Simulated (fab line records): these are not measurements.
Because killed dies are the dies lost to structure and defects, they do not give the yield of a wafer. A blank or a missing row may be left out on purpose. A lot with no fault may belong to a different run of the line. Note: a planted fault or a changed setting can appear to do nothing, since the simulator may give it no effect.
fab line records	flow nandHarc
[record] lots = 24	wafers = 72	lastDay = 27
route steps=1159 shown A_STAIRCASE@554 A_SGD_CUT@758
lots untouched by any fault: they come from a run of this same line in which no faults occurred
startH: hours from the record's first day to the start of the lot's first wafer shown	waitH: hours from the lot's prior step to this one	" identical to the entry in the row above	L1.1+2: a row that stands for several wafers	- either no value or no given start	* or withheld: withheld	< > ~ a bound
route shown NAME@n: NAME is a module with steps in the file, n the number in the route of the first one	usual: the fault-free wafers' mean and standard deviation	same: alike in all rows	chamber/n: place in a boat	sites: per-site readings	_std_site: the standard deviation of these	_edge_site: mean of outer sites minus mean of inner sites	radiusMm: for every site, how far away it sits from the centre of the wafer	mask NAME#n: copy n	behind: tool/chamber where the wafer was last shaped	hold: why the lot went on hold/how many hours it stayed there/how the hold came to an end	device: whichever transistor did not switch (one of n, p or np)	end of line: the same wafers' tests at the end of the route	for a step that has no rows: nothing shown but its recipe	killed: dies that structure and defects cost at the first sort, which is not the same as the wafer's yield	map: a wafer's dies, x killed, . not, _ none there
set.NAME: setting as actually run; set.NAME@STEP: the setting as run at that earlier step	model.NAME: the simulator's own value behind a step, which no gauge read
steps of the route over a sample of lots; a table a step, a row a wafer
services: when a tool's chamber went out of use (startH, in hours from the record's first day, below 0 if earlier), for how many hours, and the reason
[[steps]]
[step NHARC_A_STAIRCASE_TRIM_18]
[recipe] timeS = 211.2	o2FlowSccm = 500	arFlowSccm = 0	biasW = 0	chemistry = O2
[usual] drypumpMotorCurrentA = 5.5/0.38	oesProductAu = 1.000/0.0093	rfVppV = 57.8/0.88	showerheadPlenumPTorr = 3.50/0.15	throttleValvePct = 17.036/0.0093
lot.wafer	tool	chamber	startH	waitH	drypumpMotorCurrentA	oesProductAu	rfHoursCounterH	rfVppV	showerheadPlenumPTorr	throttleValvePct
L074.1	rieDiel-09	3	-	-	5.3	0.998	53	58.8	3.56	17.044
L074.6	"	2	"	"	5.3	0.975	-	57.9	3.57	17.029
L074.5	"	3	"	"	5.2	0.990	-	58.4	3.56	17.038
L076.4	rieDiel-13	1	-	-	5.4	0.987	51	58.6	3.45	17.043
L076.3	"	2	"	"	5.7	0.998	50	56.1	3.34	17.048
L076.1	"	3	"	"	6.5	0.991	53	58.5	3.28	17.022
L075.2	rieDiel-11	2	-	-	5.8	1.002	18	56.3	3.47	17.031
L075.3	"	1	"	"	5.7	1.010	15	56.2	3.58	17.037
L075.6	"	3	"	"	5.8	1.008	-	58.3	3.46	17.029
L077.4	rieDiel-09	1	-	-	5.4	0.996	64	57.1	3.27	17.036
L077.1	"	2	"	"	5.3	0.996	65	56.4	3.56	17.043
L077.6	"	3	"	"	5.3	0.989	-	57.9	3.56	17.034
L078.1	rieDiel-11	3	-	-	5.8	1.002	19	58.7	3.46	17.037
L078.4	"	0	"	"	5.5	1.005	18	55.3	3.33	17.035
L078.5	"	3	"	"	5.8	0.999	-	57.0	3.46	17.044
L079.4	rieDiel-13	1	-	-	5.4	0.993	55	56.9	3.45	17.036
L079.5	"	1	"	"	5.3	0.984	-	56.7	3.45	17.029
L079.6	"	2	"	"	5.7	1.001	-	59.9	3.33	17.038
L081.2	rieDiel-09	3	-	-	5.2	1.007	7	57.4	3.55	17.021
L081.3	"	0	"	"	4.8	0.995	5	56.9	3.36	17.039
L081.4	"	1	"	"	5.4	0.990	-	57.9	3.80	17.026
L082.2	rieDiel-09	0	-	-	4.8	0.994	6	57.8	3.36	17.030
L082.4	"	3	"	"	5.3	1.010	-	57.7	3.55	17.029
L082.6	"	0	"	"	4.8	1.000	-	57.5	3.36	17.043
L080.4	rieDiel-11	2	-	-	5.8	1.004	36	58.4	3.46	17.023
L080.1	"	3	"	"	5.8	1.000	36	57.3	3.45	17.027
L080.2	"	1	"	"	5.7	1.002	34	58.3	3.57	17.042
L084.1	rieDiel-13	0	-	-	5.5	1.004	4	57.3	3.59	17.033
L084.3	"	1	"	"	5.4	1.006	5	58.0	3.45	17.040
L084.5	"	0	"	"	5.5	1.005	-	59.5	3.59	17.038
L083.3	rieDiel-09	3	-	-	5.2	1.004	13	57.0	3.55	17.043
L083.5	"	2	"	"	5.3	0.998	-	57.9	3.56	17.020
L083.6	"	3	"	"	5.3	1.014	-	57.2	3.55	17.025
L088.2	rieDiel-09	0	-	-	4.8	1.005	16	57.3	3.35	17.050
L088.6	"	3	"	"	5.3	1.005	-	56.7	3.55	17.043
L088.5	"	0	"	"	4.8	0.999	-	59.0	3.35	17.018
L086.2	rieDiel-13	1	-	-	5.4	1.001	10	58.6	3.44	17.037
L086.4	"	2	"	"	5.7	0.999	9	56.8	3.33	17.040
L086.6	"	0	"	"	5.4	0.996	-	59.0	3.59	17.024
L085.4	rieDiel-09	0	-	-	4.8	0.994	18	57.8	3.35	17.041
L085.6	"	0	"	"	4.8	0.987	-	57.1	3.35	17.055
L085.5	"	1	"	"	5.4	0.989	-	58.6	3.80	17.055
L087.4	rieDiel-13	2	-	-	5.7	1.008	16	57.7	3.32	17.038
L087.5	"	2	"	"	5.7	1.005	-	56.7	3.32	17.038
L087.6	"	3	"	"	6.5	0.987	-	57.9	3.80	17.029
L089.3	rieDiel-13	0	-	-	5.4	1.012	17	58.9	3.59	17.044
L089.2	"	2	"	"	5.7	1.003	17	56.7	3.32	17.015
L089.6	"	1	"	"	5.4	1.010	-	57.1	3.44	17.035
L090.2	rieDiel-11	1	-	-	5.7	1.007	48	58.4	3.56	17.020
L090.1	"	2	"	"	5.8	0.995	51	55.8	3.45	17.028
L090.5	"	3	"	"	5.8	1.002	-	58.3	3.44	17.047
L091.1	rieDiel-09	1	-	-	5.4	1.007	22	58.1	3.80	17.035
L091.4	"	2	"	"	5.3	1.008	25	57.0	3.55	17.051
L091.3	"	3	"	"	5.2	1.010	31	57.5	3.54	17.026
L092.2	rieDiel-09	3	-	-	5.3	1.021	31	57.3	3.54	17.037
L092.6	"	3	"	"	5.2	0.999	-	58.7	3.54	17.030
L092.5	"	0	"	"	4.8	1.002	-	56.5	3.34	17.039
L094.1	rieDiel-11	2	-	-	5.8	1.008	55	58.3	3.45	17.021
L094.5	"	1	"	"	5.7	0.999	-	57.7	3.56	17.031
L094.6	"	2	"	"	5.8	1.005	-	58.7	3.45	17.040
L093.2	rieDiel-09	3	-	-	5.2	1.007	33	56.6	3.54	17.043
L093.1	"	2	"	"	5.3	0.992	28	59.1	3.55	17.037
L093.5	"	2	"	"	5.3	0.994	-	58.9	3.55	17.039
L096.2	rieDiel-11	3	-	-	5.8	0.997	63	57.7	3.44	17.020
L096.5	"	0	"	"	5.5	1.011	-	58.1	3.31	17.030
L096.6	"	1	"	"	5.7	1.011	-	57.9	3.55	17.048
L095.2	rieDiel-11	2	-	-	5.8	1.013	62	56.8	3.44	17.035
L095.1	"	3	"	"	5.8	0.997	63	58.9	3.44	17.026
L095.6	"	3	"	"	5.7	1.006	-	58.2	3.44	17.030
L097.3	rieDiel-09	0	-	-	4.9	1.001	37	57.5	3.34	17.047
L097.4	"	3	"	"	5.2	1.007	42	57.3	3.53	17.027
L097.6	"	1	"	"	5.4	0.992	-	59.2	3.79	17.022
[step NHARC_A_STAIRCASE_ETCH_23]
[recipe] targetDepthA = 1000	timeS = 40.5	ionEnergyEv = 400	c4f8FlowSccm = 20	o2FlowSccm = 10	arFlowSccm = withheld	rfW = 600	biasW = 1000	chemistry = C4F8/O2
[usual] oesProductAu = 0.945/0.01	rfVppV = 895/5.6
lot.wafer	tool	chamber	startH	waitH	oesProductAu	rfHoursCounterH	rfVppV
L074.1	rieDiel-11	0	-	-	0.956	8	888
L074.5	"	1	"	"	0.958	-	899
L074.6	"	2	"	"	0.940	-	894
L076.4	rieDiel-13	2	-	-	0.935	51	889
L076.1	"	3	"	"	0.937	53	888
L076.3	"	0	"	"	0.931	52	900
L075.3	rieDiel-09	3	-	-	0.941	65	897
L075.2	"	2	"	"	0.945	66	898
L075.6	"	3	"	"	0.936	-	897
L077.1	rieDiel-09	1	-	-	0.943	64	884
L077.4	"	2	"	"	0.935	66	898
L077.6	"	2	"	"	0.931	-	897
L078.1	rieDiel-11	3	-	-	0.940	21	894
L078.4	"	1	"	"	0.948	18	899
L078.5	"	3	"	"	0.938	-	894
L079.4	rieDiel-11	1	-	-	0.950	20	898
L079.6	"	3	"	"	0.935	-	893
L079.5	"	0	"	"	0.935	-	889
L081.3	rieDiel-11	3	-	-	0.945	32	894
L081.4	"	0	"	"	0.946	33	889
L081.2	"	1	"	"	0.946	30	897
L082.2	rieDiel-11	2	-	-	0.952	32	893
L082.4	"	0	"	"	0.949	33	890
L082.6	"	3	"	"	0.932	-	891
L080.1	rieDiel-09	2	-	-	0.934	8	897
L080.2	"	3	"	"	0.951	11	897
L080.4	"	0	"	"	0.941	-	891
L084.3	rieDiel-11	3	-	-	0.934	38	892
L084.1	"	1	"	"	0.941	35	897
L084.5	"	2	"	"	0.956	-	893
L083.3	rieDiel-09	3	-	-	0.936	13	895
L083.6	"	3	"	"	0.921	-	896
L083.5	"	0	"	"	0.927	-	890
L088.2	rieDiel-09	0	-	-	0.942	17	889
L088.6	"	0	"	"	0.936	-	890
L088.5	"	1	"	"	0.953	-	907
L086.4	rieDiel-13	2	-	-	0.960	9	888
L086.2	"	1	"	"	0.951	10	892
L086.6	"	3	"	"	0.943	-	907
L085.4	rieDiel-13	2	-	-	0.945	10	888
L085.6	"	0	"	"	0.957	-	899
L085.5	"	1	"	"	0.939	-	893
L087.4	rieDiel-09	3	-	-	0.971	28	895
L087.6	"	1	"	"	0.951	-	907
L087.5	"	2	"	"	0.949	-	898
L089.2	rieDiel-09	1	-	-	0.951	20	906
L089.3	"	2	"	"	0.956	23	896
L089.6	"	1	"	"	0.951	-	906
L090.2	rieDiel-11	2	-	-	0.954	51	893
L090.1	"	0	"	"	0.950	51	887
L090.5	"	2	"	"	0.968	-	895
L091.3	rieDiel-13	1	-	-	0.951	20	893
L091.1	"	2	"	"	0.953	20	888
L091.4	"	3	"	"	0.974	18	905
L092.2	rieDiel-09	1	-	-	0.936	23	907
L092.5	"	0	"	"	0.952	-	889
L092.6	"	1	"	"	0.938	-	906
L094.1	rieDiel-13	3	-	-	0.945	21	905
L094.6	"	1	"	"	0.944	-	892
L094.5	"	2	"	"	0.953	-	887
L093.1	rieDiel-09	2	-	-	0.938	28	896
L093.2	"	3	"	"	0.947	34	898
L093.5	"	1	"	"	0.942	-	905
L096.2	rieDiel-13	3	-	-	0.927	27	906
L096.6	"	1	"	"	0.940	-	893
L096.5	"	2	"	"	0.939	-	890
L095.1	rieDiel-11	0	-	-	0.941	63	888
L095.2	"	1	"	"	0.938	59	898
L095.6	"	3	"	"	0.941	-	891
L097.4	rieDiel-13	2	-	-	0.946	35	887
L097.3	"	3	"	"	0.955	34	907
L097.6	"	2	"	"	0.953	-	888
[step NHARC_A_STAIRCASE_ETCH_292]
[recipe] cf4FlowSccm = 100	chf3FlowSccm = 30	arFlowSccm = 0	rfW = 500	biasW = 200	chemistry = CF4/CHF3
[usual] cf4FlowSccm = 100.0/0.32	drypumpMotorCurrentA = 5.5/0.41	oesProductAu = 0.953/0.021	rfVppV = 370.4/2.4	showerheadPlenumPTorr = 1.57/0.072	throttleValvePct = 16.801/0.0086
lot.wafer	tool	chamber	startH	waitH	cf4FlowSccm	drypumpMotorCurrentA	oesProductAu	rfHoursCounterH	rfVppV	showerheadPlenumPTorr	throttleValvePct
L074.1	rieDiel-09	2	240.87	0.1	99.4	5.3	0.916	62	371.3	1.59	16.799
L074.5	"	3	"	"	100.2	5.3	0.926	-	371.2	1.59	16.798
L074.6	"	0	"	"	99.8	4.9	0.917	-	367.5	1.50	16.812
L075.3	rieDiel-13	3	269.77	0.1	99.9	6.5	0.945	61	367.4	1.46	16.819
L075.2	"	0	"	"	100.2	5.5	0.964	59	371.3	1.60	16.789
L075.6	"	1	"	"	99.7	5.4	0.971	-	369.8	1.54	16.809
L077.1	rieDiel-09	2	270.38	0.1	99.7	5.3	0.947	2	370.6	1.59	16.802
L077.4	"	3	"	"	99.7	5.2	0.961	2	370.3	1.59	16.793
L077.6	"	0	"	"	99.7	4.8	0.972	-	366.6	1.50	16.803
L076.1	rieDiel-11	2	270.80	0.1	100.0	5.7	0.976	26	370.5	1.54	16.802
L076.3	"	3	"	"	100.1	5.7	0.969	26	369.3	1.54	16.810
L076.4	"	0	"	"	100.2	5.5	0.969	26	367.7	1.48	16.793
L078.4	rieDiel-09	3	273.93	0.1	99.8	5.2	0.982	2	370.4	1.59	16.801
L078.1	"	2	"	"	99.7	5.2	0.966	3	371.0	1.59	16.793
L078.5	"	3	"	"	99.7	5.2	0.972	-	372.0	1.59	16.815
L079.4	rieDiel-09	2	277.18	0.1	100.1	5.3	0.963	4	370.0	1.59	16.799
L079.6	"	2	"	"	99.7	5.2	0.963	-	371.3	1.59	16.806
L079.5	"	3	"	"	99.9	5.2	0.968	-	370.6	1.58	16.810
L081.4	rieDiel-11	1	302.86	0.1	99.7	5.7	0.932	39	371.9	1.59	16.798
L081.2	"	2	"	"	100.5	5.8	0.931	41	369.6	1.54	16.791
L081.3	"	3	"	"	100.5	5.7	0.919	41	370.3	1.54	16.797
L082.4	rieDiel-09	0	303.68	0.1	100.1	4.9	0.943	14	368.4	1.49	16.814
L082.2	"	2	"	"	100.1	5.3	0.945	13	369.8	1.59	16.799
L082.6	"	1	"	"	100.5	5.4	0.915	-	375.0	1.70	16.799
L080.1	rieDiel-11	1	309.48	0.1	100.3	5.7	0.934	40	371.2	1.59	16.792
L080.4	"	2	"	"	101.0	5.8	0.922	42	369.2	1.54	16.810
L080.2	"	3	"	"	99.8	5.7	0.934	42	369.1	1.54	16.804
L084.1	rieDiel-11	0	311.62	0.1	100.0	5.5	0.977	44	368.0	1.48	16.798
L084.3	"	2	"	"	99.9	5.8	0.990	42	369.5	1.54	16.801
L084.5	"	1	"	"	100.0	5.7	0.963	-	371.1	1.59	16.791
L083.3	rieDiel-09	2	313.36	0.1	100.4	5.3	0.925	16	371.2	1.58	16.796
L083.5	"	1	"	"	99.8	5.4	0.933	-	375.3	1.70	16.806
L083.6	"	2	"	"	100.2	5.3	0.934	-	372.1	1.59	16.795
L088.2	rieDiel-11	3	326.02	0.1	100.6	5.7	0.932	49	370.2	1.54	16.793
L088.6	"	0	"	"	99.9	5.5	0.933	-	367.8	1.48	16.817
L088.5	"	1	"	"	100.1	5.7	0.932	-	370.4	1.59	16.796
L086.2	rieDiel-09	2	326.13	0.1	100.0	5.3	0.969	21	369.1	1.58	16.796
L086.4	"	0	"	"	100.1	4.8	0.962	25	367.4	1.49	16.811
L086.6	"	2	"	"	100.1	5.3	0.965	-	371.6	1.58	16.812
L085.4	rieDiel-09	3	329.71	0.1	99.8	5.3	0.982	28	370.3	1.58	16.804
L085.6	"	1	"	"	100.6	5.4	0.958	-	373.6	1.70	16.803
L085.5	"	2	"	"	100.1	5.3	0.968	-	371.1	1.58	16.804
L087.4	rieDiel-13	1	341.66	0.1	100.3	5.3	0.971	19	369.1	1.53	16.776
L087.5	"	3	"	"	99.8	6.5	0.960	-	374.2	1.70	16.789
L087.6	"	0	"	"	99.9	5.4	0.980	-	370.9	1.60	16.795
L089.2	rieDiel-13	3	347.11	0.2	99.7	6.5	0.941	19	376.0	1.70	16.807
L089.3	"	2	"	"	100.1	5.7	0.955	20	367.6	1.48	16.809
L089.6	"	3	"	"	99.9	6.5	0.941	-	374.1	1.69	16.802
L090.2	rieDiel-09	2	348.62	0.1	100.3	5.3	0.959	27	370.0	1.58	16.794
L090.1	"	0	"	"	99.5	4.8	0.939	31	367.6	1.49	16.805
L090.5	"	3	"	"	99.5	5.2	0.946	-	370.3	1.58	16.806
L091.3	rieDiel-11	0	359.08	0.2	99.8	5.5	0.945	59	367.5	1.48	16.805
L091.1	"	1	"	"	99.8	5.7	0.939	56	370.8	1.58	16.791
L091.4	"	2	"	"	99.9	5.8	0.932	60	369.8	1.54	16.791
L092.2	rieDiel-13	2	362.89	0.1	99.7	5.7	0.929	27	367.4	1.48	16.800
L092.6	"	1	"	"	99.9	5.3	0.926	-	369.3	1.53	16.800
L092.5	"	2	"	"	99.6	5.7	0.929	-	368.1	1.48	16.804
L093.1	rieDiel-09	3	373.11	0.1	99.9	5.3	0.980	41	370.9	1.58	16.809
L093.2	"	0	"	"	99.5	4.8	0.978	36	368.0	1.49	16.789
L093.5	"	3	"	"	99.7	5.3	0.979	-	370.3	1.58	16.819
L094.1	rieDiel-13	3	373.80	1.6	100.2	6.5	0.925	32	374.8	1.69	16.788
L094.5	"	3	"	"	99.6	6.5	0.927	-	374.7	1.69	16.811
L094.6	"	0	"	"	99.7	5.4	0.932	-	371.7	1.60	16.795
L095.2	rieDiel-13	3	382.42	0.1	100.2	6.5	0.965	35	375.3	1.69	16.803
L095.1	"	1	"	"	100.0	5.3	0.987	36	368.4	1.53	16.801
L095.6	"	0	"	"	100.1	5.4	0.982	-	371.3	1.59	16.807
L096.2	rieDiel-09	0	382.79	0.1	99.7	4.9	0.950	39	367.8	1.49	16.814
L096.6	"	3	"	"	100.4	5.2	0.965	-	370.7	1.58	16.808
L096.5	"	0	"	"	99.4	4.8	0.954	-	367.1	1.49	16.809
L097.4	rieDiel-13	0	391.65	0.1	100.1	5.4	0.970	38	371.7	1.59	16.795
L097.3	"	1	"	"	99.6	5.4	0.963	41	368.0	1.53	16.784
L097.6	"	2	"	"	100.6	5.7	0.982	-	368.9	1.47	16.793
[step NHARC_A_STAIRCASE_DEP_301]
[recipe] targetThkA = 300	targetThkNm = 30	tempC = 400	pressureTorr = 3.5	flowSccm = 200	rfW = 350	material = SiON
[usual] heaterPowerW = 746/71
lot.wafer	tool	chamber	startH	waitH	heaterPowerW
L074.1	pecvd-02	2	245.36	1.6	697
L074.5	"	2	"	"	708
L074.6	"	0	"	"	799
L075.2	pecvd-01	1	274.87	1.3	709
L075.3	"	2	"	"	781
L075.6	"	0	"	"	797
L077.1	pecvd-02	2	275.95	1.5	769
L077.4	"	0	"	"	868
L077.6	"	1	"	"	705
L076.3	pecvd-03	2	277.13	1.4	854
L076.1	"	0	"	"	662
L076.4	"	1	"	"	687
L078.1	pecvd-02	0	278.44	1.6	842
L078.4	"	2	"	"	681
L078.5	"	1	"	"	815
L079.5	pecvd-03	1	281.27	0.4	649
L079.4	"	2	"	"	815
L079.6	"	0	"	"	687
L081.3	pecvd-02	1	310.50	1.0	805
L081.2	"	2	"	"	779
L081.4	"	2	"	"	765
L082.2	pecvd-02	1	312.46	1.3	769
L082.4	"	0	"	"	752
L082.6	"	1	"	"	794
L080.2	pecvd-02	0	314.84	1.3	739
L080.1	"	2	"	"	776
L080.4	"	0	"	"	720
L084.1	pecvd-01	2	315.65	1.5	840
L084.3	"	1	"	"	639
L084.5	"	2	"	"	830
L083.3	pecvd-03	1	318.63	1.0	674
L083.6	"	0	"	"	669
L083.5	"	1	"	"	671
L088.2	pecvd-02	2	330.09	1.3	755
L088.5	"	1	"	"	672
L088.6	"	2	"	"	775
L086.2	pecvd-03	1	330.64	1.3	616
L086.4	"	2	"	"	835
L086.6	"	0	"	"	626
L085.6	pecvd-02	2	333.80	0.1	656
L085.5	"	0	"	"	825
L085.4	"	1	"	"	812
L087.4	pecvd-01	2	345.75	0.7	731
L087.6	"	0	"	"	814
L087.5	"	1	"	"	745
L089.3	pecvd-01	0	351.35	0.9	863
L089.2	"	2	"	"	856
L089.6	"	0	"	"	858
L090.1	pecvd-02	0	352.64	1.5	732
L090.2	"	1	"	"	650
L090.5	"	1	"	"	654
L091.1	pecvd-01	2	363.69	1.6	826
L091.3	"	0	"	"	749
L091.4	"	0	"	"	753
L092.2	pecvd-02	0	367.11	1.3	792
L092.5	"	2	"	"	738
L092.6	"	1	"	"	680
L093.1	pecvd-01	0	378.44	1.6	788
L093.2	"	1	"	"	719
L093.5	"	1	"	"	717
L094.1	pecvd-02	2	379.94	1.6	813
L094.5	"	0	"	"	700
L094.6	"	2	"	"	814
L095.1	pecvd-02	2	387.35	1.6	785
L095.2	"	0	"	"	791
L095.6	"	2	"	"	798
L096.2	pecvd-03	0	387.47	1.2	563
L096.5	"	0	"	"	569
L096.6	"	2	"	"	763
L097.3	pecvd-03	0	395.65	1.0	689
L097.6	"	0	"	"	681
L097.4	"	1	"	"	651
[step NHARC_A_SGD_CUT_CD_MEAS_09]
[recipe] targetCdNm = 100	landingEnergyEv = 500
[usual] cdNm = 99.9/0.49
lot.wafer	tool	chamber	startH	waitH	cdNm
L074.1	cdSem-02	0	291.42	-	99.8
L074.5	"	0	"	"	99.4
L074.6	"	0	"	"	99.6
L075.2	cdSem-03	0	323.86	-	100.7
L075.3	"	0	"	"	99.8
L075.6	"	0	"	"	99.8
L079.4	cdSem-03	0	324.02	-	100.0
L079.5	"	0	"	"	99.5
L079.6	"	0	"	"	99.6
L077.1	cdSem-01	0	324.16	-	99.9
L077.4	"	0	"	"	100.5
L077.6	"	0	"	"	100.0
L078.1	cdSem-01	0	326.33	-	100.1
L078.4	"	0	"	"	100.3
L078.5	"	0	"	"	100.0
L076.1	cdSem-03	0	326.65	-	99.2
L076.3	"	0	"	"	99.6
L076.4	"	0	"	"	99.9
L083.3	cdSem-02	0	363.30	-	100.6
L083.5	"	0	"	"	101.2
L083.6	"	0	"	"	101.6
L081.2	cdSem-03	0	363.56	-	100.0
L081.3	"	0	"	"	98.9
L081.4	"	0	"	"	99.1
L084.1	cdSem-03	0	363.88	-	99.5
L084.3	"	0	"	"	99.4
L084.5	"	0	"	"	99.5
L082.2	cdSem-02	0	365.41	-	100.1
L082.4	"	0	"	"	100.6
L082.6	"	0	"	"	100.4
L080.1	cdSem-03	0	366.45	-	99.6
L080.2	"	0	"	"	99.2
L080.4	"	0	"	"	99.5
L086.2	cdSem-01	0	376.31	-	99.5
L086.4	"	0	"	"	100.8
L086.6	"	0	"	"	100.4
L085.4	cdSem-02	0	376.73	-	100.9
L085.5	"	0	"	"	99.7
L085.6	"	0	"	"	99.5
L088.2	cdSem-03	0	378.04	-	99.1
L088.5	"	0	"	"	100.1
L088.6	"	0	"	"	99.4
L087.4	cdSem-02	0	393.62	-	100.1
L087.5	"	0	"	"	99.6
L087.6	"	0	"	"	100.7
L089.2	cdSem-03	0	393.77	-	99.7
L089.3	"	0	"	"	100.2
L089.6	"	0	"	"	100.0
L090.1	cdSem-01	0	394.02	-	99.6
L090.2	"	0	"	"	99.9
L090.5	"	0	"	"	100.2
L091.1	cdSem-02	0	410.45	-	99.7
L091.3	"	0	"	"	100.0
L091.4	"	0	"	"	99.8
L092.2	cdSem-01	0	410.72	-	100.1
L092.5	"	0	"	"	99.8
L092.6	"	0	"	"	99.6
L094.1	cdSem-02	0	470.53	-	100.2
L094.5	"	0	"	"	99.9
L094.6	"	0	"	"	99.3
L097.3	cdSem-02	0	470.71	-	100.3
L097.4	"	0	"	"	100.5
L097.6	"	0	"	"	100.1
L096.2	cdSem-03	0	472.01	-	99.8
L096.5	"	0	"	"	101.4
L096.6	"	0	"	"	100.2
L093.1	cdSem-01	0	472.67	-	100.2
L093.2	"	0	"	"	100.3
L093.5	"	0	"	"	100.1
L095.1	cdSem-03	0	474.64	-	100.1
L095.2	"	0	"	"	99.9
L095.6	"	0	"	"	100.1
[step NHARC_A_SGD_CUT_STRIP_17]
[recipe] o2FlowSccm = 500	arFlowSccm = 0	biasW = 0	chemistry = O2
[usual] drypumpMotorCurrentA = 5.5/0.4	oesProductAu = 0.998/0.0075	rfVppV = 57.9/0.82	showerheadPlenumPTorr = 3.55/0.14	throttleValvePct = 17.035/0.0093
lot.wafer	tool	chamber	startH	waitH	drypumpMotorCurrentA	oesProductAu	rfHoursCounterH	rfVppV	showerheadPlenumPTorr	throttleValvePct
L074.1	rieDiel-05	1	-	-	6.2	1.005	8	57.9	3.50	17.038
L074.6	"	2	"	"	5.2	1.007	-	56.3	3.36	17.033
L074.5	"	3	"	"	5.2	0.999	-	57.0	3.56	17.033
L075.2	rieDiel-05	2	-	-	5.2	1.000	10	57.6	3.36	17.027
L075.3	"	3	"	"	5.2	1.001	10	56.8	3.56	17.044
L075.6	"	1	"	"	6.2	0.996	-	58.5	3.50	17.029
L079.4	rieDiel-06	2	-	-	5.6	0.984	11	56.6	3.51	17.035
L079.5	"	2	"	"	5.6	0.982	-	59.1	3.51	17.041
L079.6	"	3	"	"	5.2	0.992	-	56.5	3.74	17.045
L077.1	rieDiel-08	1	-	-	5.2	0.997	2	58.1	3.60	17.027
L077.6	"	1	"	"	5.2	1.003	-	58.9	3.60	17.027
L077.4	"	0	"	"	5.3	0.981	-	57.1	3.49	17.031
L078.1	rieDiel-06	2	-	-	5.6	0.994	11	58.4	3.51	17.039
L078.4	"	1	"	"	6.1	0.995	7	58.8	3.77	17.046
L078.5	"	2	"	"	5.6	0.988	-	57.4	3.51	17.027
L076.1	rieDiel-05	0	-	-	5.1	1.002	10	57.0	3.49	17.028
L076.3	"	1	"	"	6.2	0.999	10	57.3	3.50	17.010
L076.4	"	2	"	"	5.1	1.011	10	56.8	3.36	17.025
L083.3	rieDiel-06	3	-	-	5.2	0.992	12	58.7	3.74	17.051
L083.6	"	2	"	"	5.6	0.994	-	58.0	3.51	17.031
L083.5	"	3	"	"	5.2	0.993	-	57.7	3.74	17.030
L081.3	rieDiel-05	1	-	-	6.2	0.988	1	58.4	3.49	17.022
L081.2	"	2	"	"	5.2	1.005	1	57.8	3.36	17.049
L081.4	"	0	"	"	5.1	1.002	0	58.5	3.49	17.031
L084.1	rieDiel-08	3	-	-	5.5	0.996	4	57.7	3.64	17.026
L084.3	"	0	"	"	5.3	0.994	4	57.0	3.49	17.032
L084.5	"	3	"	"	5.5	1.001	-	59.0	3.64	17.039
L082.2	rieDiel-06	0	-	-	5.8	0.996	12	57.3	3.29	17.040
L082.4	"	3	"	"	5.2	1.006	13	57.5	3.74	17.050
L082.6	"	1	"	"	6.1	1.006	-	57.8	3.77	17.043
L080.2	rieDiel-05	2	-	-	5.1	1.008	1	57.1	3.36	17.020
L080.4	"	3	"	"	5.2	1.001	1	57.9	3.56	17.038
L080.1	"	0	"	"	5.1	1.001	1	57.9	3.49	17.047
L086.4	rieDiel-08	0	-	-	5.3	0.996	6	57.4	3.49	17.027
L086.2	"	1	"	"	5.2	1.001	6	57.9	3.60	17.042
L086.6	"	2	"	"	5.9	1.001	-	58.5	3.75	17.044
L085.4	rieDiel-06	3	-	-	5.2	0.997	14	58.0	3.74	17.038
L085.5	"	0	"	"	5.8	0.993	-	58.5	3.29	17.025
L085.6	"	1	"	"	6.1	1.003	-	56.7	3.77	17.015
L088.2	rieDiel-08	0	-	-	5.3	0.996	7	57.5	3.49	17.042
L088.5	"	1	"	"	5.2	1.002	-	58.1	3.60	17.044
L088.6	"	2	"	"	5.9	0.999	-	59.0	3.75	17.028
L087.4	rieDiel-05	1	-	-	6.2	0.998	2	58.7	3.49	17.038
L087.6	"	1	"	"	6.2	0.995	-	57.5	3.49	17.037
L087.5	"	2	"	"	5.1	1.000	-	57.4	3.36	17.048
L089.3	rieDiel-06	0	-	-	5.8	0.992	14	58.8	3.29	17.046
L089.2	"	1	"	"	6.1	0.987	12	59.8	3.77	17.025
L089.6	"	0	"	"	5.8	0.995	-	59.2	3.29	17.027
L090.1	rieDiel-05	0	-	-	5.1	0.999	3	57.7	3.49	17.030
L090.2	"	2	"	"	5.1	1.002	2	57.4	3.36	17.027
L090.5	"	0	"	"	5.1	0.993	-	57.3	3.49	17.036
L091.4	rieDiel-05	1	-	-	6.2	0.996	3	57.9	3.49	17.035
L091.3	"	2	"	"	5.2	1.006	3	57.0	3.36	17.037
L091.1	"	3	"	"	5.2	1.006	4	57.5	3.56	17.041
L092.2	rieDiel-08	2	-	-	5.9	1.006	6	58.6	3.75	17.036
L092.5	"	3	"	"	5.5	0.982	-	59.1	3.63	17.024
L092.6	"	0	"	"	5.3	0.997	-	58.7	3.49	17.020
L094.1	rieDiel-05	0	-	-	5.1	1.006	7	57.6	3.49	17.029
L094.6	"	0	"	"	5.1	1.007	-	57.1	3.49	17.040
L094.5	"	1	"	"	6.2	0.990	-	57.6	3.49	17.034
L097.3	rieDiel-08	2	-	-	5.9	0.996	11	58.5	3.75	17.030
L097.4	"	3	"	"	5.5	1.000	-	57.4	3.63	17.041
L097.6	"	1	"	"	5.2	0.996	-	58.8	3.59	17.023
L096.2	rieDiel-05	0	-	-	5.1	1.003	8	58.3	3.49	17.038
L096.6	"	0	"	"	5.1	1.004	-	57.4	3.49	17.045
L096.5	"	1	"	"	6.2	1.001	-	57.4	3.49	17.041
L093.1	rieDiel-08	3	-	-	5.5	0.992	16	57.5	3.63	17.029
L093.2	"	1	"	"	5.2	1.000	16	57.6	3.59	17.041
L093.5	"	2	"	"	5.9	0.988	-	57.7	3.75	17.023
L095.2	rieDiel-06	0	-	-	5.8	1.003	4	57.0	3.28	17.015
L095.1	"	3	"	"	5.1	1.003	5	60.3	3.74	17.043
L095.6	"	1	"	"	6.1	1.001	-	58.6	3.76	17.049
[[services]]
tool	chamber	startH	hours	kind
pecvd-02	-	204.43	2.0	repair
rieDiel-13	2	225.68	4.4	repair
rieDiel-05	-	232.53	0.5	repair
rieDiel-05	1	238.32	8.1	repair
rieDiel-06	-	241.28	9.0	pm
rieDiel-11	1	241.89	9.1	repair
rieDiel-06	-	251.75	0.6	repair
rieDiel-09	-	254.15	9.0	pm
rieDiel-08	2	258.79	7.1	repair
rieDiel-13	-	276.20	9.0	pm
rieDiel-09	1	290.16	10.6	repair
pecvd-02	1	314.05	2.2	repair
pecvd-02	-	317.25	0.3	repair
rieDiel-05	2	331.45	1.7	repair
pecvd-02	-	334.00	13.0	pm
rieDiel-05	-	340.60	9.0	pm
rieDiel-09	-	350.67	2.0	repair
rieDiel-11	-	366.68	9.0	pm
rieDiel-13	2	394.58	8.5	repair
pecvd-02	0	421.28	39.5	repair
rieDiel-09	-	431.29	9.0	pm
rieDiel-13	-	453.20	9.0	pm
pecvd-02	1	463.07	14.3	repair
rieDiel-13	0	466.52	6.0	repair
[[key]]
fault none
